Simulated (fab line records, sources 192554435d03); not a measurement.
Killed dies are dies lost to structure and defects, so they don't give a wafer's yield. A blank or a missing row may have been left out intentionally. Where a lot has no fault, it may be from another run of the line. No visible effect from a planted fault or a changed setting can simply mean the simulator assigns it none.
Which tool was responsible?    flow n5 finfet    24 lots with 72 wafers sampled at 5 steps, on a route of 1938 steps

## WHAT THE GAUGES READ, wafer by wafer
N5_BEOL_M14_OCD_MEAS_35.
lot   measured      on      trench depth nm (nm)
L074  day 10 16:20  ocd-01  510 520 520
L075  day 11 10:15  ocd-01  583 564 576
L076  day 11 12:58  ocd-01  577 514 520
L077  day 12 00:44  ocd-02  570 581 565
L078  day 12 03:04  ocd-01  555 572 578
L079  day 12 10:49  ocd-02  515 568 567
L080  day 12 14:42  ocd-01  557 555 571
L081  day 12 23:32  ocd-01  520 587 576
L083  day 13 07:16  ocd-02  575 532 574
L082  day 13 09:32  ocd-02  534 572 524
L085  day 13 12:13  ocd-01  568 571 566
L084  day 13 16:31  ocd-02  524 567 560
L087  day 14 10:04  ocd-02  537 584 567
L086  day 14 12:36  ocd-01  575 526 535
L088  day 14 13:57  ocd-02  533 523 540
L089  day 14 15:17  ocd-01  576 531 573
L090  day 15 08:49  ocd-01  529 534 578
L091  day 15 12:20  ocd-02  529 571 522
L092  day 15 12:38  ocd-01  585 544 526
L095  day 16 08:07  ocd-01  567 560 577
L094  day 16 08:29  ocd-01  592 585 555
L093  day 16 13:59  ocd-02  566 528 521
L096  day 16 20:57  ocd-02  524 528 529
L097  day 17 01:49  ocd-01  586 538 549

N5_BEOL_M15_CD_MEAS_10: the cd target is 360 nm.
lot   measured      on         cd nm (nm)
L074  day 10 19:47  cd sem-02  360.4 360.5 360.3
L075  day 11 12:30  cd sem-02  363.5 364.6 360.4
L076  day 11 15:17  cd sem-02  361.5 362.9 358.7
L077  day 12 04:14  cd sem-02  359.9 359.2 361.3
L078  day 12 07:14  cd sem-01  361.6 361.8 363.9
L079  day 12 14:04  cd sem-02  361.2 361.2 358.6
L080  day 12 17:35  cd sem-01  361.1 360.4 360.3
L081  day 13 02:25  cd sem-01  360.5 364.0 359.8
L083  day 13 15:53  cd sem-03  367.0 363.1 364.5
L082  day 13 15:55  cd sem-01  361.7 363.7 358.8
L085  day 13 15:58  cd sem-02  359.3 358.3 358.4
L084  day 13 18:55  cd sem-01  359.7 362.6 362.0
L087  day 14 12:46  cd sem-03  360.5 360.5 361.9
L086  day 14 15:15  cd sem-01  360.5 359.8 360.0
L088  day 14 16:45  cd sem-03  360.1 355.9 358.3
L089  day 14 18:52  cd sem-01  362.7 366.0 364.1
L090  day 15 13:02  cd sem-01  358.5 360.4 355.8
L091  day 15 15:34  cd sem-03  356.7 361.2 362.7
L092  day 15 15:47  cd sem-01  363.1 361.7 365.8
L095  day 16 12:10  cd sem-03  361.8 360.8 359.9
L094  day 16 12:37  cd sem-01  361.6 358.7 361.1
L093  day 16 17:38  cd sem-03  361.4 361.8 361.9
L096  day 17 05:16  cd sem-01  365.2 365.5 363.6
L097  day 17 06:23  cd sem-03  364.7 364.2 364.9

N5_BEOL_M15_CD_MEAS_17: the cd target is 360 nm.
lot   measured      on         cd nm (nm)
L074  day 10 21:18  cd sem-02  362.3 361.4 363.0
L075  day 11 13:05  cd sem-01  368.2 369.9 366.0
L076  day 11 16:15  cd sem-02  365.1 362.1 361.2
L077  day 12 04:53  cd sem-02  361.8 360.4 362.8
L078  day 12 08:16  cd sem-02  362.9 363.5 366.6
L079  day 12 14:39  cd sem-03  359.3 361.0 361.3
L080  day 12 18:10  cd sem-01  362.0 360.0 359.8
L081  day 13 03:06  cd sem-01  363.5 365.7 361.8
L083  day 13 16:28  cd sem-01  366.6 362.8 362.7
L082  day 13 16:30  cd sem-03  363.6 363.7 359.3
L085  day 13 16:33  cd sem-01  360.1 361.0 360.8
L084  day 13 19:31  cd sem-03  358.5 360.3 364.0
L087  day 14 13:21  cd sem-01  360.5 357.8 362.0
L086  day 14 15:50  cd sem-01  362.8 361.6 362.2
L088  day 14 17:20  cd sem-01  359.6 356.5 358.6
L089  day 14 19:26  cd sem-01  362.6 362.5 364.0
L090  day 15 13:37  cd sem-03  359.6 362.5 353.6
L091  day 15 16:09  cd sem-03  356.9 363.8 364.2
L092  day 15 16:37  cd sem-01  361.1 364.5 367.1
L095  day 16 12:44  cd sem-01  361.1 363.2 360.0
L094  day 16 13:12  cd sem-03  364.0 358.0 361.3
L093  day 16 18:24  cd sem-01  361.9 363.9 361.7
L096  day 17 05:52  cd sem-03  368.0 365.6 364.7
L097  day 17 06:58  cd sem-01  364.7 366.3 364.9

## TOOL THAT RAN EACH LOT (tool first, then ch and the chambers of the sampled wafers, then the start)
lot   N5_BEOL_M14_DEGAS_41          N5_BEOL_M14_ANNEAL_48
L074  pvd sputter-02, day 10 17:40  rtp anneal-01 ch 0, day 10 18:13
L075  pvd sputter-02, day 11 10:37  rtp anneal-01 ch 0, day 11 11:12
L076  pvd sputter-02, day 11 13:17  rtp anneal-02 ch 0, day 11 13:53
L077  pvd sputter-03, day 12 02:06  rtp anneal-01 ch 0, day 12 02:47
L078  pvd sputter-03, day 12 05:12  rtp anneal-02 ch 0, day 12 05:44
L079  pvd sputter-02, day 12 12:04  rtp anneal-02 ch 0, day 12 12:37
L080  pvd sputter-03, day 12 15:42  rtp anneal-02 ch 0, day 12 16:14
L081  pvd sputter-03, day 13 00:18  rtp anneal-02 ch 0, day 13 00:51
L083  pvd sputter-02, day 13 07:36  rtp anneal-01 ch 0, day 13 08:48
L082  pvd sputter-01, day 13 13:52  rtp anneal-02 ch 0, day 13 14:25
L085  pvd sputter-03, day 13 13:53  rtp anneal-01 ch 0, day 13 14:29
L084  pvd sputter-02, day 13 16:56  rtp anneal-01 ch 0, day 13 17:28
L087  pvd sputter-02, day 14 10:44  rtp anneal-02 ch 0, day 14 11:19
L086  pvd sputter-02, day 14 13:13  rtp anneal-02 ch 0, day 14 13:47
L088  pvd sputter-03, day 14 14:32  rtp anneal-02 ch 0, day 14 15:20
L089  pvd sputter-01, day 14 16:46  rtp anneal-01 ch 0, day 14 17:24
L090  pvd sputter-02, day 15 10:12  rtp anneal-01 ch 0, day 15 11:23
L091  pvd sputter-03, day 15 13:06  rtp anneal-01 ch 0, day 15 13:41
L092  pvd sputter-02, day 15 13:25  rtp anneal-02 ch 0, day 15 13:58
L095  pvd sputter-01, day 16 09:31  rtp anneal-01 ch 0, day 16 10:26
L094  pvd sputter-03, day 16 09:50  rtp anneal-01 ch 0, day 16 10:46
L093  pvd sputter-01, day 16 15:43  rtp anneal-01 ch 0, day 16 16:15
L096  pvd sputter-01, day 17 03:21  rtp anneal-01 ch 0, day 17 03:57
L097  pvd sputter-01, day 17 04:25  rtp anneal-02 ch 0, day 17 04:58
- N5_BEOL_M14_DEGAS_41: time 60 s.
- N5_BEOL_M14_ANNEAL_48: time 90 s.

## AS READ BY THE TOOLS THEMSELVES (means over the sampled wafers that have a number; for cases with no such wafer, the mark the record gives instead)
N5_BEOL_M14_DEGAS_41.
lot   tool            heater power w (W)
L074  pvd sputter-02  461
L075  pvd sputter-02  429
L076  pvd sputter-02  438
L077  pvd sputter-03  455
L078  pvd sputter-03  441
L079  pvd sputter-02  446
L080  pvd sputter-03  441
L081  pvd sputter-03  454
L083  pvd sputter-02  429
L082  pvd sputter-01  479
L085  pvd sputter-03  445
L084  pvd sputter-02  488
L087  pvd sputter-02  442
L086  pvd sputter-02  445
L088  pvd sputter-03  438
L089  pvd sputter-01  482
L090  pvd sputter-02  459
L091  pvd sputter-03  451
L092  pvd sputter-02  489
L095  pvd sputter-01  484
L094  pvd sputter-03  443
L093  pvd sputter-01  480
L096  pvd sputter-01  466
L097  pvd sputter-01  442

N5_BEOL_M14_ANNEAL_48.
lot   tool           wafer_temp_C_max
L074  rtp anneal-01  226.03
L075  rtp anneal-01  225.99
L076  rtp anneal-02  225.88
L077  rtp anneal-01  226.04
L078  rtp anneal-02  226.07
L079  rtp anneal-02  225.96
L080  rtp anneal-02  226.14
L081  rtp anneal-02  226.24
L083  rtp anneal-01  225.78
L082  rtp anneal-02  225.90
L085  rtp anneal-01  225.97
L084  rtp anneal-01  225.87
L087  rtp anneal-02  226.25
L086  rtp anneal-02  226.16
L088  rtp anneal-02  225.79
L089  rtp anneal-01  225.89
L090  rtp anneal-01  225.81
L091  rtp anneal-01  226.07
L092  rtp anneal-02  226.07
L095  rtp anneal-01  226.15
L094  rtp anneal-01  225.93
L093  rtp anneal-01  226.15
L096  rtp anneal-01  226.02
L097  rtp anneal-02  225.63

## THE ANSWER, worked out from the rows above alone
Rule: what is usual is taken from the lots themselves. The widest of any qualifying gaps counts: lots, ordered by their means at a reading, are off when they make up no more than a third of the lots, leave a main group of 4 or more, and stand apart from it by 3 or more times the standard deviation of that group's means. If all means in a main group match to the digits the tables above print for the reading, that group is not used. Also off: a lot with no number at a reading for which 4 or more lots have one. All remaining lots with rows at the step are treated as sound. The gauges are gone through in route order, then the tools' own readings, and for those a lot's mean is taken as printed above. The first step at which some lot is off is used, and at that step the reading that is off furthest; a lot without a number counts as furthest.
None of the lots is off at any reading shown; this tells nothing.

## WHAT THE SIMULATOR PUT IN
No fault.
